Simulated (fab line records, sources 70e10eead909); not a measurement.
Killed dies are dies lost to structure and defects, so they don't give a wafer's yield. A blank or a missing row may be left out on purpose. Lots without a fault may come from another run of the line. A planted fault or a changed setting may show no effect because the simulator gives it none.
Chamber matching | flow nand_harc | NHARC_A_CHANNEL_HOLE_D1_ETCH_44 on rie_diel-09: 4 sister chambers
The step etches the open film in CF4/O2, target depth 140 nm, overetch 14 nm, time 77 s. 8 wafers are shown with their chamber, then 10 later ones without.

WAFERS WITH THEIR CHAMBER
wafer  | chamber | rf_vpp_V (V) | oes_product_au (a.u.)
L286.1 | 2       | 195.9        | 1.006
L288.4 | 0       | 197.4        | 0.992
L291.4 | 2       | 196.1        | 1.010
L299.3 | 1       | 198.4        | 1.015
L299.4 | 3       | 196.0        | 0.993
L299.6 | 3       | 197.5        | 1.000
L301.4 | 1       | 199.5        | 1.009
L301.5 | 0       | 198.0        | 1.000

WAFERS WITHOUT THEIR CHAMBER
wafer  | rf_vpp_V (V) | oes_product_au (a.u.)
L301.6 | 196.9        | 0.997
L302.1 | 197.2        | 1.004
L302.2 | 196.4        | 1.005
L302.4 | 198.5        | 1.010
L304.2 | 196.6        | 0.993
L304.3 | 197.4        | 0.997
L304.5 | 198.2        | 0.997
L305.1 | 197.3        | 1.008
L305.2 | 196.7        | 0.991
L305.5 | 196.3        | 1.008

WHICH CHAMBER EACH WENT THROUGH
wafer  | from the rows above               | in truth
L301.6 | can't be placed: 3 or 0           | 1
L302.1 | can't be placed: 3 or 0 or 2 or 1 | 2
L302.2 | can't be placed: 2 or 3 or 0      | 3
L302.4 | 1                                 | 1
L304.2 | can't be placed: 3 or 0           | 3
L304.3 | can't be placed: 0 or 3           | 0
L304.5 | can't be placed: 0 or 3           | 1
L305.1 | can't be placed: 2 or 1 or 3 or 0 | 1
L305.2 | can't be placed: 3 or 0           | 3
L305.5 | 2                                 | 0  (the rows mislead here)
Placed correctly: 1 of 10. Can't be placed from these rows: 8 (the true chamber is among the candidates in 6). Placed wrongly: 1.
How it was worked out, from the rows above alone: a wafer's distance from a chamber is the root of the sum, over the readings, of the square of ((its reading less the chamber's mean) divided by the reading's scatter). The wafer belongs to the nearest chamber; if the next one is less than 2 further off, it can't be placed. A chamber's mean is the mean of its shown wafers. The scatter: the root of (the sum of the squares of (reading less its chamber's mean) over the shown wafers, divided by (wafers less chambers)).
